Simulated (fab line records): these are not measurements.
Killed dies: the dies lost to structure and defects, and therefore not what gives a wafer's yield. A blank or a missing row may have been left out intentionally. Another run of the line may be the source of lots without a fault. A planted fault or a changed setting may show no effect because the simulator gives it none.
Split-lot study :: flow n5Finfet :: 7 lots, 21 wafers read, on a route of 1938 steps

THE SPLIT ITSELF
At N5_BEOL_M2_DESCUM_16 (chemistry O2, time 7 s), the setting timeS was moved away from the recipe's 7 s on 7 of the 21 wafers read, by -22.0% to +12.1%. This setting was run at the recipe's value on the other wafers.

The reading comes from the split's own step.

THE READING
CAR-EUV_of_BEOL_M2_COAT_05.thkNm (the simulator's own value, which no gauge read), in nm, at N5_BEOL_M2_DESCUM_16 (chemistry O2, time 7 s). No usual value for it is given in the file. Average 26.0 nm, standard deviation 0.1 nm, over the 14 wafers here run with the recipe.

wafer: L077.1
tool, chamber at the split: rieDiel-01, 3,0,2
timeS as run, s: 7
against the recipe: recipe
CAR-EUV_of_BEOL_M2_COAT_05.thkNm, nm: 26
against lot-mates on the recipe: -

wafer: L077.2
tool, chamber at the split: rieDiel-01, 3,0,2
timeS as run, s: 7
against the recipe: recipe
CAR-EUV_of_BEOL_M2_COAT_05.thkNm, nm: 26
against lot-mates on the recipe: -

wafer: L077.6
tool, chamber at the split: rieDiel-01, 3,0,2
timeS as run, s: 7
against the recipe: recipe
CAR-EUV_of_BEOL_M2_COAT_05.thkNm, nm: 26
against lot-mates on the recipe: -

wafer: L081.1
tool, chamber at the split: rieDiel-03, 0
timeS as run, s: 7
against the recipe: recipe
CAR-EUV_of_BEOL_M2_COAT_05.thkNm, nm: 25.8
against lot-mates on the recipe: -

wafer: L081.3
tool, chamber at the split: rieDiel-03, 1
timeS as run, s: 7
against the recipe: recipe
CAR-EUV_of_BEOL_M2_COAT_05.thkNm, nm: 26
against lot-mates on the recipe: -

wafer: L081.4
tool, chamber at the split: rieDiel-03, 2
timeS as run, s: 5.459
against the recipe: -22.0%
CAR-EUV_of_BEOL_M2_COAT_05.thkNm, nm: 26.6
against lot-mates on the recipe: +0.7

wafer: L084.1
tool, chamber at the split: rieDiel-01, 2
timeS as run, s: 6.043
against the recipe: -13.7%
CAR-EUV_of_BEOL_M2_COAT_05.thkNm, nm: 26.6
against lot-mates on the recipe: +0.4

wafer: L084.2
tool, chamber at the split: rieDiel-01, 1,3
timeS as run, s: 7
against the recipe: recipe
CAR-EUV_of_BEOL_M2_COAT_05.thkNm, nm: 26.2
against lot-mates on the recipe: -

wafer: L084.5
tool, chamber at the split: rieDiel-01, 1,3
timeS as run, s: 7
against the recipe: recipe
CAR-EUV_of_BEOL_M2_COAT_05.thkNm, nm: 26.2
against lot-mates on the recipe: -

wafer: L085.1
tool, chamber at the split: rieDiel-01, 0,1,3
timeS as run, s: 7
against the recipe: recipe
CAR-EUV_of_BEOL_M2_COAT_05.thkNm, nm: 26
against lot-mates on the recipe: -

wafer: L085.3
tool, chamber at the split: rieDiel-01, 0,1,3
timeS as run, s: 7
against the recipe: recipe
CAR-EUV_of_BEOL_M2_COAT_05.thkNm, nm: 26
against lot-mates on the recipe: -

wafer: L085.4
tool, chamber at the split: rieDiel-01, 0,1,3
timeS as run, s: 7
against the recipe: recipe
CAR-EUV_of_BEOL_M2_COAT_05.thkNm, nm: 26
against lot-mates on the recipe: -

wafer: L088.2
tool, chamber at the split: rieDiel-03, 3
timeS as run, s: 5.821
against the recipe: -16.8%
CAR-EUV_of_BEOL_M2_COAT_05.thkNm, nm: 26.8
against lot-mates on the recipe: +0.6

wafer: L088.5
tool, chamber at the split: rieDiel-03, 2
timeS as run, s: 5.821
against the recipe: -16.8%
CAR-EUV_of_BEOL_M2_COAT_05.thkNm, nm: 26.6
against lot-mates on the recipe: +0.4

wafer: L088.6
tool, chamber at the split: rieDiel-03, 3
timeS as run, s: 7
against the recipe: recipe
CAR-EUV_of_BEOL_M2_COAT_05.thkNm, nm: 26.2
against lot-mates on the recipe: -

wafer: L096.1
tool, chamber at the split: rieDiel-01, 0,2,1
timeS as run, s: 7.847
against the recipe: +12.1%
CAR-EUV_of_BEOL_M2_COAT_05.thkNm, nm: 25.6
against lot-mates on the recipe: no lot-mate on the recipe

wafer: L096.3
tool, chamber at the split: rieDiel-01, 0,2,1
timeS as run, s: 7.847
against the recipe: +12.1%
CAR-EUV_of_BEOL_M2_COAT_05.thkNm, nm: 25.6
against lot-mates on the recipe: no lot-mate on the recipe

wafer: L096.4
tool, chamber at the split: rieDiel-01, 0,2,1
timeS as run, s: 7.847
against the recipe: +12.1%
CAR-EUV_of_BEOL_M2_COAT_05.thkNm, nm: 25.6
against lot-mates on the recipe: no lot-mate on the recipe

wafer: L097.1
tool, chamber at the split: rieDiel-03, 2,0,0
timeS as run, s: 7
against the recipe: recipe
CAR-EUV_of_BEOL_M2_COAT_05.thkNm, nm: 26
against lot-mates on the recipe: -

wafer: L097.3
tool, chamber at the split: rieDiel-03, 2,0,0
timeS as run, s: 7
against the recipe: recipe
CAR-EUV_of_BEOL_M2_COAT_05.thkNm, nm: 26
against lot-mates on the recipe: -

wafer: L097.6
tool, chamber at the split: rieDiel-03, 2,0,0
timeS as run, s: 7
against the recipe: recipe
CAR-EUV_of_BEOL_M2_COAT_05.thkNm, nm: 26
against lot-mates on the recipe: -
Where a row lists several chambers, the file gives one row for several wafers and doesn't say which wafer went through which chamber.

FIT RESULTS
A straight line over all 21 wafers: CAR-EUV_of_BEOL_M2_COAT_05.thkNm changes by -0.0349 nm for each +1% of timeS; r = -0.95; the points scatter about the line by 0.11 nm.
The same after taking each lot's own level away (the mean of its wafers on the recipe; 18 wafers): -0.0305 nm for each +1%; r = -0.98; scatter 0.051 nm.
On that fit, the largest move of timeS shifts the reading by 0.67 nm.
The span of the lots' own levels, 25.90 to 26.20 nm, comes to 2.9 times the standard deviation stated above.
So the slope is not independent of the lot-to-lot level: the two fits are not the same.
Check: with one of the wafers moved furthest among these (-22.0%) left out of the fit, the line predicts +0.651 nm for it against its lot-mates. Against them it came out at +0.7 nm.

ADDITIONAL SPLITS CARRIED BY THESE WAFERS
Note: prior to the reading, these wafers also went through further splits. Each is held against what the fit with the lots' levels taken away leaves over:
other split on the same wafers: N5_MOL_CONTACT_COAG_COAT_02 spinRpm
wafers away from the commonest value: 6
r with CAR-EUV_of_BEOL_M2_COAT_05.thkNm (lot level and that fit taken away): +0.06

other split on the same wafers: N5_BEOL_M0_SAQP_PECVD_04 timeS
wafers away from the commonest value: 5
r with CAR-EUV_of_BEOL_M2_COAT_05.thkNm (lot level and that fit taken away): -0.19

other split on the same wafers: N5_BEOL_M0_SAQP_COAT_08 spinRpm
wafers away from the commonest value: 5
r with CAR-EUV_of_BEOL_M2_COAT_05.thkNm (lot level and that fit taken away): +0.00

other split on the same wafers: N5_BEOL_M0_SAQP_COAT_87 spinRpm
wafers away from the commonest value: 7
r with CAR-EUV_of_BEOL_M2_COAT_05.thkNm (lot level and that fit taken away): -0.11

other split on the same wafers: N5_BEOL_M0_SAQP_COAT_34 spinRpm
wafers away from the commonest value: 8
r with CAR-EUV_of_BEOL_M2_COAT_05.thkNm (lot level and that fit taken away): +0.31

other split on the same wafers: N5_BEOL_M1_PECVD_72 timeS
wafers away from the commonest value: 8
r with CAR-EUV_of_BEOL_M2_COAT_05.thkNm (lot level and that fit taken away): -0.22

other split on the same wafers: N5_BEOL_M2_HM_DEP_02 targetThkA
wafers away from the commonest value: 3
r with CAR-EUV_of_BEOL_M2_COAT_05.thkNm (lot level and that fit taken away): +0.00

THE FILE'S OWN FIT
CAR-EUV_of_BEOL_M2_COAT_05.thkNm changes by -0.0307 nm for each +1% of timeS, r = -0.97.
